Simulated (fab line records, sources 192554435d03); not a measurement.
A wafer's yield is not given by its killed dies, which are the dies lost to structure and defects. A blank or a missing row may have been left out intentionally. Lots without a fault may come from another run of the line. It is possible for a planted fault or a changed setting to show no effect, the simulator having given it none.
fab line records -- flow n5-finfet
record lots=7, wafers=39
route steps=1938 shown BEOL_M7@1263 BEOL_M10@1512 BEOL_M11@1575
start-h: start of the lot's first displayed wafer, in hours after the record's first day -- wait-h: hours since the lot's step before -- " repeats the value in the row above -- L1.1+2: a single row standing in for several wafers -- - no value, or no start was given -- * or withheld: withheld -- < > ~ a bound
route shown NAME@n: NAME is a module with steps in the file, n the number in the route of the first one -- usual: mean and standard deviation over wafers with no fault -- same: alike in all rows -- chamber/n: place in a boat -- sites: readings site by site -- _std_site: the values' standard deviation -- _edge_site: the outer-site mean with the inner-site mean subtracted -- radius-mm: for every site, how far away it sits from the centre of the wafer -- mask NAME#n: copy n -- behind: the last tool/chamber to shape the wafer -- hold: reason for holding the lot/hours on hold/outcome of the hold -- device: the transistor (n, p or np) that didn't switch -- end of line: at the end of the route, the tests of the same wafers -- for a step that has no rows: nothing shown but its recipe -- killed: the dies lost at the first sort to structure and to defects; this is not the yield of the wafer -- map: the dies of a wafer, with x for killed, . for not killed, _ for no die there
set.NAME: setting as actually run; set.NAME@STEP: the setting as run at that earlier step -- model.NAME: the simulator's own value behind a step, which no gauge read
lots run with intentionally changed settings; tables by step, rows by wafer
## steps
# step N5_BEOL_M7_ILD_DEP_00
# recipe material=SiCOH_lowk, target-thk-a=1797.5, temp-c=300, precursor=DEMS/porogen, pressure-torr=5, rf-w=500, time-s=33.4
lot.wafer,tool,chamber,start-h,wait-h,set.time-s,model.SiCOH_lowk_of_BEOL_M7_ILD_DEP_00.thk-nm
L076.1+2,pecvd-03,"2,0",215.29,0.0,33.4,176
L076.4,pecvd-03,1,215.29,0.0,33.4,176.6
L077.1+3,pecvd-03,"0,1",221.92,0.0,33.4,177.8
L077.2,pecvd-03,2,221.92,0.0,33.4,180.6
L077.4,pecvd-03,2,221.92,0.0,47.87,259.4
L077.5,pecvd-03,0,221.92,0.0,47.87,254.8
L077.6,pecvd-03,1,221.92,0.0,47.87,256.4
L080.1,pecvd-04,1,230.41,0.0,33.4,181.8
L080.2+3,pecvd-04,"2,0",230.41,0.0,33.4,179
L080.4,pecvd-04,2,230.41,0.0,33.4,183.2
L080.5,pecvd-04,1,230.41,0.0,33.4,184.8
L080.6,pecvd-04,0,230.41,0.0,33.4,179.4
L082.1,pecvd-03,0,235.51,0.0,33.4,173.6
L082.2,pecvd-03,1,235.51,0.0,33.4,178.2
L082.3,pecvd-03,2,235.51,0.0,22.58,121.4
L082.4,pecvd-03,0,235.51,0.0,22.58,120.8
L082.5,pecvd-03,1,235.51,0.0,33.4,178.8
L082.6,pecvd-03,2,235.51,0.0,22.58,121.6
L084.1,pecvd-04,0,276.42,0.0,17.74,94.4
L084.2,pecvd-04,1,276.42,0.0,33.4,179
L084.3,pecvd-04,2,276.42,0.0,17.74,95.6
L084.4,pecvd-04,1,276.42,0.0,17.74,98
L084.5,pecvd-04,2,276.42,0.0,33.4,180.8
L084.6,pecvd-04,0,276.42,0.0,33.4,179.4
L093.1,pecvd-04,2,306.70,0.0,20.84,113.4
L093.2,pecvd-04,0,306.70,0.0,20.84,111.8
L093.3,pecvd-04,1,306.70,0.0,33.4,179.6
L093.4,pecvd-04,2,306.70,0.0,33.4,181.4
L093.5,pecvd-04,1,306.70,0.0,20.84,117.8
L093.6,pecvd-04,0,306.70,0.0,33.4,180.6
L095.1,pecvd-03,1,334.92,0.0,33.4,179.6
L095.2,pecvd-03,0,334.92,0.0,23.95,129.2
L095.3,pecvd-03,2,334.92,0.0,33.4,180.4
L095.4,pecvd-03,2,334.92,0.0,33.4,183.8
L095.5,pecvd-03,0,334.92,0.0,23.95,130.6
L095.6,pecvd-03,1,334.92,0.0,23.95,132.6
# step N5_BEOL_M7_CURE_74
# recipe temp-c=385, time-s=240, ambient=He/Ar, material=SiCOH_lowk
lot.wafer,tool,chamber,start-h,wait-h,set.time-s@BEOL_M7_ILD_DEP_00,model.SiCOH_lowk_of_BEOL_M7_ILD_DEP_00.thk-nm
L076.1+2,uv-cure-03,0,215.35,0.0,33.4,151.6
L076.4,uv-cure-03,0,215.35,0.0,33.4,152.2
L077.1,uv-cure-01,0,221.99,0.0,33.4,153.2
L077.2,uv-cure-01,0,221.99,0.0,33.4,155.6
L077.3,uv-cure-01,0,221.99,0.0,33.4,153.4
L077.4,uv-cure-01,0,221.99,0.0,47.87,224.8
L077.5,uv-cure-01,0,221.99,0.0,47.87,220.8
L077.6,uv-cure-01,0,221.99,0.0,47.87,222
L080.1,uv-cure-01,1,230.69,0.3,33.4,156.8
L080.2,uv-cure-01,1,230.69,0.3,33.4,154.4
L080.3,uv-cure-01,1,230.69,0.3,33.4,154.2
L080.4,uv-cure-01,1,230.69,0.3,33.4,158
L080.5,uv-cure-01,1,230.69,0.3,33.4,159.4
L080.6,uv-cure-01,1,230.69,0.3,33.4,154.6
L082.1,uv-cure-03,2,235.57,0.0,33.4,149.8
L082.2,uv-cure-03,2,235.57,0.0,33.4,153.6
L082.3+6,uv-cure-03,2,235.57,0.0,22.58,104.4
L082.4,uv-cure-03,2,235.57,0.0,22.58,103.8
L082.5,uv-cure-03,2,235.57,0.0,33.4,154.2
L084.1,uv-cure-02,0,276.49,0.0,17.74,81
L084.2,uv-cure-02,0,276.49,0.0,33.4,154.4
L084.3,uv-cure-02,0,276.49,0.0,17.74,82
L084.4,uv-cure-02,0,276.49,0.0,17.74,84.2
L084.5,uv-cure-02,0,276.49,0.0,33.4,156
L084.6,uv-cure-02,0,276.49,0.0,33.4,154.8
L093.1,uv-cure-01,0,306.76,0.0,20.84,97.4
L093.2,uv-cure-01,0,306.76,0.0,20.84,96
L093.3,uv-cure-01,0,306.76,0.0,33.4,154.8
L093.4,uv-cure-01,0,306.76,0.0,33.4,156.4
L093.5,uv-cure-01,0,306.76,0.0,20.84,101.2
L093.6,uv-cure-01,0,306.76,0.0,33.4,155.8
L095.1,uv-cure-02,1,334.99,0.0,33.4,155
L095.2,uv-cure-02,1,334.99,0.0,23.95,111.2
L095.3,uv-cure-02,1,334.99,0.0,33.4,155.6
L095.4,uv-cure-02,1,334.99,0.0,33.4,158.4
L095.5,uv-cure-02,1,334.99,0.0,23.95,112.2
L095.6,uv-cure-02,1,334.99,0.0,23.95,114
# step N5_BEOL_M7_THK_MEAS_01
# recipe reads=SiCOH_lowk_of_BEOL_M7_ILD_DEP_00
# usual M7_ILD_THK=154.5/2.3
lot.wafer,tool,chamber,start-h,wait-h,set.time-s@BEOL_M7_ILD_DEP_00,M7_ILD_THK[nm]
L076.1,film-metro-02,-,215.86,0.4,33.4,151.5
L076.2,film-metro-02,-,215.86,0.4,33.4,151.8
L076.4,film-metro-02,-,215.86,0.4,33.4,152.2
L077.1,film-metro-02,-,222.50,0.4,33.4,153.3
L077.2,film-metro-02,-,222.50,0.4,33.4,155.7
L077.3,film-metro-02,-,222.50,0.4,33.4,153.3
L077.4,film-metro-02,-,222.50,0.4,47.87,224.8
L077.5,film-metro-02,-,222.50,0.4,47.87,220.9
L077.6,film-metro-02,-,222.50,0.4,47.87,222.1
L080.1,film-metro-01,-,231.20,0.4,33.4,156.7
L080.2,film-metro-01,-,231.20,0.4,33.4,154.3
L080.3,film-metro-01,-,231.20,0.4,33.4,154.3
L080.4,film-metro-01,-,231.20,0.4,33.4,158.0
L080.5,film-metro-01,-,231.20,0.4,33.4,159.4
L080.6,film-metro-01,-,231.20,0.4,33.4,154.6
L082.1,film-metro-02,-,236.08,0.4,33.4,149.7
L082.2,film-metro-02,-,236.08,0.4,33.4,153.6
L082.3,film-metro-02,-,236.08,0.4,22.58,104.4
L082.4,film-metro-02,-,236.08,0.4,22.58,103.9
L082.5,film-metro-02,-,236.08,0.4,33.4,154.2
L082.6,film-metro-02,-,236.08,0.4,22.58,104.5
L084.1,film-metro-02,-,277.00,0.4,17.74,81.1
L084.2,film-metro-02,-,277.00,0.4,33.4,154.4
L084.3,film-metro-02,-,277.00,0.4,17.74,82.0
L084.4,film-metro-02,-,277.00,0.4,17.74,84.1
L084.5,film-metro-02,-,277.00,0.4,33.4,155.8
L084.6,film-metro-02,-,277.00,0.4,33.4,154.7
L093.1,film-metro-01,-,307.28,0.4,20.84,97.4
L093.2,film-metro-01,-,307.28,0.4,20.84,96.0
L093.3,film-metro-01,-,307.28,0.4,33.4,154.7
L093.4,film-metro-01,-,307.28,0.4,33.4,156.6
L093.5,film-metro-01,-,307.28,0.4,20.84,101.2
L093.6,film-metro-01,-,307.28,0.4,33.4,155.7
L095.1,film-metro-02,-,335.50,0.4,33.4,155.0
L095.2,film-metro-02,-,335.50,0.4,23.95,111.2
L095.3,film-metro-02,-,335.50,0.4,33.4,155.7
L095.4,film-metro-02,-,335.50,0.4,33.4,158.6
L095.5,film-metro-02,-,335.50,0.4,23.95,112.4
L095.6,film-metro-02,-,335.50,0.4,23.95,114.1
# step N5_BEOL_M10_TRENCH_ETCH_37
# recipe chemistry=C4F6/O2, target-depth-a=1488.3, target=SiCOH_lowk, time-s=48, ion-energy-ev=250, pressure-mtorr=30, source-w=345, bias-w=185, Ar_flow_sccm=300, C4F6_flow_sccm=10, O2_flow_sccm=10
lot.wafer,tool,chamber,start-h,wait-h,set.target-depth-a,model.etch.depth-nm,model.BEOL_M10.feature-depth-nm,model.TiN_of_BEOL_M10_HM_DEP_02.thk-nm
L076.1,rie-diel-05,3,-,-,1488.3,153.3,153.2,15.6
L076.2,rie-diel-05,1,-,-,1488.3,151.8,151.8,15.4
L076.4,rie-diel-05,2,-,-,1488.3,151,151,15.4
L077.1,rie-diel-01,0,-,-,1930,191.1,191,15
L077.2,rie-diel-01,3,-,-,1930,189.7,189.8,15
L077.3,rie-diel-01,1,-,-,1488.3,148.2,148.2,16.4
L077.4,rie-diel-01,2,-,-,1930,195.8,195.8,14.8
L077.5,rie-diel-01,2,-,-,1488.3,151.8,151.8,16
L077.6,rie-diel-01,1,-,-,1488.3,148.1,148.2,16
L080.1,rie-diel-01,0,-,-,803.9,80.66,80.6,17.4
L080.2,rie-diel-01,1,-,-,1488.3,150.3,150.2,15.4
L080.3,rie-diel-01,2,-,-,1488.3,152.2,152.2,15.4
L080.4,rie-diel-01,0,-,-,803.9,81.17,81.2,17.8
L080.5,rie-diel-01,2,-,-,1488.3,152.3,152.4,15.8
L080.6,rie-diel-01,1,-,-,803.9,81.23,81.2,17.2
L082.1,rie-diel-05,3,-,-,1488.3,153.5,153.6,15
L082.2,rie-diel-05,2,-,-,710.4,71.58,71.6,17.6
L082.3,rie-diel-05,0,-,-,710.4,70.95,71,17.4
L082.4,rie-diel-05,1,-,-,1488.3,152.8,152.8,15.6
L082.5,rie-diel-05,2,-,-,1488.3,149.7,149.8,15.2
L082.6,rie-diel-05,1,-,-,710.4,73.09,73,17.4
L084.1,rie-diel-05,0,-,-,2361,233.6,233.6,13.2
L084.2,rie-diel-05,1,-,-,1488.3,152.1,152,15.4
L084.3,rie-diel-05,2,-,-,2361,236.1,236,13.2
L084.4,rie-diel-05,3,-,-,1488.3,149.6,149.6,15.6
L084.5,rie-diel-05,0,-,-,2361,233.3,233.2,13.4
L084.6,rie-diel-05,1,-,-,1488.3,151.4,151.4,15.4
L093.1,rie-diel-06,2,-,-,1488.3,152.6,152.6,15.8
L093.2,rie-diel-06,0,-,-,2345,237.9,238,13.4
L093.3,rie-diel-06,1,-,-,2345,238.7,238.8,13.2
L093.4,rie-diel-06,3,-,-,1488.3,152.9,152.8,15.6
L093.5,rie-diel-06,3,-,-,1488.3,154.2,154.2,15.4
L093.6,rie-diel-06,2,-,-,2345,240.1,240.2,13.2
L095.1,rie-diel-01,0,-,-,1066,104.5,104.6,16.8
L095.2,rie-diel-01,3,-,-,1488.3,147.5,147.4,15.4
L095.3,rie-diel-01,2,-,-,1488.3,151.6,151.6,15.4
L095.4,rie-diel-01,1,-,-,1066,107.6,107.6,16.4
L095.5,rie-diel-01,0,-,-,1066,104.9,105,16.4
L095.6,rie-diel-01,3,-,-,1488.3,149,149,15.4
# step N5_BEOL_M10_ETCH_41
# recipe chemistry=CH3F/O2, target=SiCN, target-depth-a=426, taper-deg=2, time-s=86, ion-energy-ev=120, mask-material=TiN, pressure-mtorr=30, source-w=395, bias-w=75, Ar_flow_sccm=150, CH3F_flow_sccm=30, O2_flow_sccm=20
# step N5_BEOL_M10_STRIP_77
# recipe chemistry=N2/H2, time-s=10, power-w=450, temp-c=40, pressure-mtorr=20, rf-frequency-hz=6e+07, bias-power-w=7, n2-flow-sccm=200, h2-flow-sccm=200
# step N5_BEOL_M10_OCD_MEAS_38
# usual trench-depth-nm=150.1/1.8
lot.wafer,tool,chamber,start-h,wait-h,set.target-depth-a@BEOL_M10_TRENCH_ETCH_37,trench-depth-nm
L076.1,ocd-02,-,244.72,-,1488.3,153.3
L076.2,ocd-02,-,244.72,-,1488.3,151.8
L076.4,ocd-02,-,244.72,-,1488.3,151.6
L077.1,ocd-02,-,247.61,-,1930,191.4
L077.2,ocd-02,-,247.61,-,1930,190.0
L077.3,ocd-02,-,247.61,-,1488.3,-
L077.4,ocd-02,-,247.61,-,1930,-
L077.5,ocd-02,-,247.61,-,1488.3,-
L077.6,ocd-02,-,247.61,-,1488.3,148.2
L080.1,ocd-02,-,266.39,-,803.9,80.9
L080.2,ocd-02,-,266.39,-,1488.3,150.4
L080.3,ocd-02,-,266.39,-,1488.3,152.5
L080.4,ocd-02,-,266.39,-,803.9,81.5
L080.5,ocd-02,-,266.39,-,1488.3,152.4
L080.6,ocd-02,-,266.39,-,803.9,80.8
L082.1,ocd-01,-,266.56,-,1488.3,-
L082.2,ocd-01,-,266.56,-,710.4,71.6
L082.3,ocd-01,-,266.56,-,710.4,71.5
L082.4,ocd-01,-,266.56,-,1488.3,-
L082.5,ocd-01,-,266.56,-,1488.3,149.6
L082.6,ocd-01,-,266.56,-,710.4,-
L084.1,ocd-02,-,309.59,-,2361,234.2
L084.2,ocd-02,-,309.59,-,1488.3,152.4
L084.3,ocd-02,-,309.59,-,2361,236.4
L084.4,ocd-02,-,309.59,-,1488.3,149.4
L084.5,ocd-02,-,309.59,-,2361,233.3
L084.6,ocd-02,-,309.59,-,1488.3,151.6
L093.1,ocd-02,-,334.34,-,1488.3,152.7
L093.2,ocd-02,-,334.34,-,2345,238.2
L093.3,ocd-02,-,334.34,-,2345,238.4
L093.4,ocd-02,-,334.34,-,1488.3,152.8
L093.5,ocd-02,-,334.34,-,1488.3,154.1
L093.6,ocd-02,-,334.34,-,2345,240.1
L095.1,ocd-02,-,366.41,-,1066,105.3
L095.2,ocd-02,-,366.41,-,1488.3,147.3
L095.3,ocd-02,-,366.41,-,1488.3,151.8
L095.4,ocd-02,-,366.41,-,1066,107.4
L095.5,ocd-02,-,366.41,-,1066,105.0
L095.6,ocd-02,-,366.41,-,1488.3,148.9
# step N5_BEOL_M10_HM_STRIP_39
# recipe chemistry=peroxide-tin-strip, material=TiN, target-depth-a=250, temp-c=50, time-s=158
# step N5_BEOL_M10_SRD_40
# recipe time-s=30, temp-c=23, rinse-liquid=diw, dry=ipa-marangoni
# step N5_BEOL_M10_ECD_50
# recipe material=Cu, target-thk-a=3180
# step N5_BEOL_M10_ANNEAL_51
# recipe temp-c=225, time-s=90, ambient=N2
# step N5_BEOL_M10_CMP_52
# recipe stop-on=SiCOH_lowk, t-overpolish-s=7, down-force-psi=1, platen-rpm=50, clearing-platen-down-force-psi=1.5, clearing-platen-rpm=50, post-cmp-clean=cu-alkaline, target-thk-nm=140, clearing-platen-pad-velocity-m-s=0.99484, pad-velocity-m-s=0.99484
lot.wafer,tool,chamber,start-h,wait-h,set.target-depth-a@BEOL_M10_TRENCH_ETCH_37,model.Cu_of_BEOL_M10_ECD_50.thk-nm
L076.4,cmp-01,3,248.02,0.1,1488.3,141.6
L076.2,cmp-01,0,248.02,0.1,1488.3,144
L076.1,cmp-01,1,248.02,0.1,1488.3,143.2
L077.2,cmp-03,2,250.68,0.2,1930,179.6
L077.1,cmp-03,3,250.68,0.2,1930,182.2
L077.4,cmp-03,0,250.68,0.2,1930,187.6
L077.3,cmp-03,1,250.68,0.2,1488.3,141.2
L077.5,cmp-03,2,250.68,0.2,1488.3,142
L077.6,cmp-03,3,250.68,0.2,1488.3,140.2
L080.2,cmp-02,0,269.84,0.2,1488.3,143
L080.1,cmp-02,1,269.84,0.2,803.9,72.4
L080.3,cmp-02,2,269.84,0.2,1488.3,143.8
L080.4,cmp-02,3,269.84,0.2,803.9,74.4
L080.5,cmp-02,0,269.84,0.2,1488.3,143.4
L080.6,cmp-02,1,269.84,0.2,803.9,73.2
L082.1,cmp-03,2,269.92,0.3,1488.3,144
L082.3,cmp-03,3,269.92,0.3,710.4,62.4
L082.4,cmp-03,0,269.92,0.3,1488.3,143.2
L082.2,cmp-03,1,269.92,0.3,710.4,63.6
L082.6,cmp-03,2,269.92,0.3,710.4,62.8
L082.5,cmp-03,3,269.92,0.3,1488.3,141.4
L084.1,cmp-03,3,311.76,0.3,2361,225.6
L084.2,cmp-03,0,311.76,0.3,1488.3,143.4
L084.4,cmp-03,1,311.76,0.3,1488.3,141
L084.3,cmp-03,2,311.76,0.3,2361,225.4
L084.5,cmp-03,3,311.76,0.3,2361,224.6
L084.6,cmp-03,0,311.76,0.3,1488.3,142.4
L093.4,cmp-03,2,336.95,0.1,1488.3,141.6
L093.1,cmp-03,3,336.95,0.1,1488.3,143
L093.2,cmp-03,0,336.95,0.1,2345,227.8
L093.3,cmp-03,1,336.95,0.1,2345,229.8
L093.6,cmp-03,2,336.95,0.1,2345,229.4
L093.5,cmp-03,3,336.95,0.1,1488.3,145.2
L095.4,cmp-01,2,369.01,0.1,1066,99
L095.1,cmp-01,3,369.01,0.1,1066,95.6
L095.3,cmp-01,0,369.01,0.1,1488.3,143.6
L095.2,cmp-01,1,369.01,0.1,1488.3,140
L095.5,cmp-01,2,369.01,0.1,1066,96.6
L095.6,cmp-01,3,369.01,0.1,1488.3,141
# step N5_BEOL_M10_THK_MEAS_53
# recipe thk-meas-gauge=xrf, reads=Cu_of_BEOL_M10_ECD_50
# usual M10_THK=142.5/2.5
lot.wafer,tool,chamber,start-h,wait-h,set.target-depth-a@BEOL_M10_TRENCH_ETCH_37,M10_THK[nm]
L076.1,film-metro-02,-,248.32,-,1488.3,145.8
L076.2,film-metro-02,-,248.32,-,1488.3,147.4
L076.4,film-metro-02,-,248.32,-,1488.3,144.5
L077.1,film-metro-02,-,250.98,-,1930,184.4
L077.2,film-metro-02,-,250.98,-,1930,182.7
L077.3,film-metro-02,-,250.98,-,1488.3,-
L077.4,film-metro-02,-,250.98,-,1930,-
L077.5,film-metro-02,-,250.98,-,1488.3,-
L077.6,film-metro-02,-,250.98,-,1488.3,142.7
L080.1,film-metro-01,-,270.13,-,803.9,73.6
L080.2,film-metro-01,-,270.13,-,1488.3,145.2
L080.3,film-metro-01,-,270.13,-,1488.3,145.5
L080.4,film-metro-01,-,270.13,-,803.9,75.7
L080.5,film-metro-01,-,270.13,-,1488.3,145.5
L080.6,film-metro-01,-,270.13,-,803.9,74.6
L082.1,film-metro-02,-,270.21,-,1488.3,-
L082.2,film-metro-02,-,270.21,-,710.4,64.5
L082.3,film-metro-02,-,270.21,-,710.4,63.4
L082.4,film-metro-02,-,270.21,-,1488.3,-
L082.5,film-metro-02,-,270.21,-,1488.3,142.6
L082.6,film-metro-02,-,270.21,-,710.4,-
L084.1,film-metro-01,-,312.05,-,2361,228.3
L084.2,film-metro-01,-,312.05,-,1488.3,144.5
L084.3,film-metro-01,-,312.05,-,2361,229.1
L084.4,film-metro-01,-,312.05,-,1488.3,142.5
L084.5,film-metro-01,-,312.05,-,2361,227.8
L084.6,film-metro-01,-,312.05,-,1488.3,143.8
L093.1,film-metro-01,-,337.25,-,1488.3,145.0
L093.2,film-metro-01,-,337.25,-,2345,231.2
L093.3,film-metro-01,-,337.25,-,2345,233.2
L093.4,film-metro-01,-,337.25,-,1488.3,143.7
L093.5,film-metro-01,-,337.25,-,1488.3,147.2
L093.6,film-metro-01,-,337.25,-,2345,233.7
L095.1,film-metro-02,-,369.31,-,1066,96.4
L095.2,film-metro-02,-,369.31,-,1488.3,141.6
L095.3,film-metro-02,-,369.31,-,1488.3,144.9
L095.4,film-metro-02,-,369.31,-,1066,100.1
L095.5,film-metro-02,-,369.31,-,1066,97.8
L095.6,film-metro-02,-,369.31,-,1488.3,142.2
# step N5_BEOL_M10_PRE_CLEAN_55
# recipe gas=NH3, time-s=15, temp-c=withheld, rf-power-w=300
# step N5_BEOL_M10_DEP_56
# recipe material=SiCN, target-thk-a=150, temp-c=withheld, precursor=3MS/NH3, pressure-torr=3, rf-w=202, time-s=26.5
# step N5_BEOL_M10_RS_MEAS_57
# recipe thk-meas-gauge=four-point-probe, reads=Cu_of_BEOL_M10_ECD_50+Co_of_BEOL_M10_CVD_75+TaN_of_BEOL_M10_ALD_74
# usual M10_RS=0.1493/0.0024
lot.wafer,tool,chamber,start-h,wait-h,set.target-depth-a@BEOL_M10_TRENCH_ETCH_37,M10_RS[ohm/sq]
L076.1,film-metro-01,-,248.45,0.1,1488.3,0.1473
L076.2,film-metro-01,-,248.45,0.1,1488.3,0.1464
L076.4,film-metro-01,-,248.45,0.1,1488.3,0.1492
L077.1,film-metro-01,-,251.11,0.1,1930,0.1131
L077.2,film-metro-01,-,251.11,0.1,1930,0.1150
L077.3,film-metro-01,-,251.11,0.1,1488.3,-
L077.4,film-metro-01,-,251.11,0.1,1930,-
L077.5,film-metro-01,-,251.11,0.1,1488.3,-
L077.6,film-metro-01,-,251.11,0.1,1488.3,0.1507
L080.1,film-metro-01,-,270.27,0.1,803.9,0.3199
L080.2,film-metro-01,-,270.27,0.1,1488.3,0.1471
L080.3,film-metro-01,-,270.27,0.1,1488.3,0.1467
L080.4,film-metro-01,-,270.27,0.1,803.9,0.3099
L080.5,film-metro-01,-,270.27,0.1,1488.3,0.1469
L080.6,film-metro-01,-,270.27,0.1,803.9,0.3155
L082.1,film-metro-01,-,270.35,0.1,1488.3,-
L082.2,film-metro-01,-,270.35,0.1,710.4,0.3743
L082.3,film-metro-01,-,270.35,0.1,710.4,0.3832
L082.4,film-metro-01,-,270.35,0.1,1488.3,-
L082.5,film-metro-01,-,270.35,0.1,1488.3,0.1491
L082.6,film-metro-01,-,270.35,0.1,710.4,-
L084.1,film-metro-02,-,312.19,0.1,2361,0.0898
L084.2,film-metro-02,-,312.19,0.1,1488.3,0.1471
L084.3,film-metro-02,-,312.19,0.1,2361,0.0900
L084.4,film-metro-02,-,312.19,0.1,1488.3,0.1498
L084.5,film-metro-02,-,312.19,0.1,2361,0.0906
L084.6,film-metro-02,-,312.19,0.1,1488.3,0.1483
L093.1,film-metro-02,-,337.38,0.1,1488.3,0.1476
L093.2,film-metro-02,-,337.38,0.1,2345,0.0890
L093.3,film-metro-02,-,337.38,0.1,2345,0.0883
L093.4,film-metro-02,-,337.38,0.1,1488.3,0.1490
L093.5,film-metro-02,-,337.38,0.1,1488.3,0.1451
L093.6,film-metro-02,-,337.38,0.1,2345,0.0886
L095.1,film-metro-01,-,369.44,0.1,1066,0.2320
L095.2,film-metro-01,-,369.44,0.1,1488.3,0.1510
L095.3,film-metro-01,-,369.44,0.1,1488.3,0.1463
L095.4,film-metro-01,-,369.44,0.1,1066,0.2225
L095.5,film-metro-01,-,369.44,0.1,1066,0.2290
L095.6,film-metro-01,-,369.44,0.1,1488.3,0.1494
# step N5_BEOL_M11_VIA_ETCH_34
# recipe chemistry=C4F6/O2, target=SiCOH_lowk, target-depth-a=1845, mask-material=SOC, taper-deg=4, time-s=69.2, ion-energy-ev=250, pressure-mtorr=30, source-w=345, bias-w=185, Ar_flow_sccm=300, C4F6_flow_sccm=10, O2_flow_sccm=10
lot.wafer,tool,chamber,start-h,wait-h,set.target-depth-a,model.etch.depth-nm,model.SOC_of_BEOL_M11_COAT_63.thk-nm
L076.1,rie-diel-02,2,254.76,0.0,1845,182.6,92.2
L076.2,rie-diel-02,1,254.76,0.0,1845,187.9,91.8
L076.4,rie-diel-02,0,254.76,0.0,1845,184.5,92
L077.1,rie-diel-03,0,257.00,0.0,1845,185.4,91.8
L077.2,rie-diel-03,3,257.00,0.0,1845,180.9,92.2
L077.3,rie-diel-03,1,257.00,0.0,1845,190,92
L077.4,rie-diel-03,2,257.00,0.0,1845,184,92
L077.5,rie-diel-03,0,257.00,0.0,1845,183.9,91.8
L077.6,rie-diel-03,3,257.00,0.0,1845,181.2,92
L082.1,rie-diel-04,1,281.94,0.0,2866,288.4,87.2
L082.2,rie-diel-04,0,281.94,0.0,1845,180.3,91.8
L082.3,rie-diel-04,3,281.94,0.0,1845,187.6,91.6
L082.4,rie-diel-04,1,281.94,0.0,1845,186.6,92
L082.5,rie-diel-04,3,281.94,0.0,2866,291.8,87
L082.6,rie-diel-04,0,281.94,0.0,2866,278.3,87.6
L080.1,rie-diel-02,0,282.64,0.0,2672,265,88.2
L080.2,rie-diel-02,3,282.64,0.0,2672,262.8,88.6
L080.3,rie-diel-02,1,282.64,0.0,2672,265.7,88.2
L080.4,rie-diel-02,3,282.64,0.0,1845,182.1,91.6
L080.5,rie-diel-02,0,282.64,0.0,1845,184.5,91.8
L080.6,rie-diel-02,1,282.64,0.0,1845,185.7,92
L084.1,rie-diel-04,0,315.15,0.0,2662,257,88.4
L084.2,rie-diel-04,1,315.15,0.0,1845,183.4,91.6
L084.3,rie-diel-04,3,315.15,0.0,1845,187.3,91.2
L084.4,rie-diel-04,2,315.15,0.0,2662,265.1,87.8
L084.5,rie-diel-04,3,315.15,0.0,2662,269.1,88.2
L084.6,rie-diel-04,2,315.15,0.0,1845,183.3,91.6
L093.1,rie-diel-04,0,340.09,0.0,1845,181.4,92.4
L093.2,rie-diel-04,1,340.09,0.0,1845,187.9,92.4
L093.3,rie-diel-04,2,340.09,0.0,1845,185.1,92.2
L093.4,rie-diel-04,3,340.09,0.0,1309,134.7,94.4
L093.5,rie-diel-04,3,340.09,0.0,1309,133.1,94.6
L093.6,rie-diel-04,2,340.09,0.0,1309,132.9,94.4
L095.1,rie-diel-03,1,373.54,0.0,1845,186.9,92.2
L095.2,rie-diel-03,3,373.54,0.0,1845,180.8,92.6
L095.3,rie-diel-03,0,373.54,0.0,1124,111.1,95.4
L095.4,rie-diel-03,2,373.54,0.0,1124,111.4,95.4
L095.5,rie-diel-03,1,373.54,0.0,1124,113.2,95.6
L095.6,rie-diel-03,2,373.54,0.0,1845,182.1,92.2
## key
split step=N5_BEOL_M7_ILD_DEP_00, setting=time-s, stated=33.4, by=wafer
response step=N5_BEOL_M7_ILD_DEP_00, reading=model.SiCOH_lowk_of_BEOL_M7_ILD_DEP_00.thk-nm, change=+1.78, per=1%, r=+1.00
response step=N5_BEOL_M7_CURE_74, reading=model.SiCOH_lowk_of_BEOL_M7_ILD_DEP_00.thk-nm, change=+1.55, per=1%, r=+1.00
response step=N5_BEOL_M7_THK_MEAS_01, reading=M7_ILD_THK, change=+1.54, per=1%, r=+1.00
split step=N5_BEOL_M10_TRENCH_ETCH_37, setting=target-depth-a, stated=1488.3, by=wafer
response step=N5_BEOL_M10_TRENCH_ETCH_37, reading=model.etch.depth-nm, change=+1.49, per=1%, r=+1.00
response step=N5_BEOL_M10_TRENCH_ETCH_37, reading=model.BEOL_M10.feature-depth-nm, change=+1.49, per=1%, r=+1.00
response step=N5_BEOL_M10_TRENCH_ETCH_37, reading=model.TiN_of_BEOL_M10_HM_DEP_02.thk-nm, change=-0.0403, per=1%, r=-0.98
response step=N5_BEOL_M10_OCD_MEAS_38, reading=trench-depth-nm, change=+1.48, per=1%, r=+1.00
response step=N5_BEOL_M10_CMP_52, reading=model.Cu_of_BEOL_M10_ECD_50.thk-nm, change=+1.48, per=1%, r=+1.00
response step=N5_BEOL_M10_THK_MEAS_53, reading=M10_THK, change=+1.5, per=1%, r=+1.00
response step=N5_BEOL_M10_RS_MEAS_57, reading=M10_RS, shape=bent, at-lowest=0.3787, at-stated=0.1480, at-highest=0.0901
split step=N5_BEOL_M11_VIA_ETCH_34, setting=target-depth-a, stated=1845, by=wafer
response step=N5_BEOL_M11_VIA_ETCH_34, reading=model.etch.depth-nm, change=+1.81, per=1%, r=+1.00
response step=N5_BEOL_M11_VIA_ETCH_34, reading=model.SOC_of_BEOL_M11_COAT_63.thk-nm, change=-0.0785, per=1%, r=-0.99
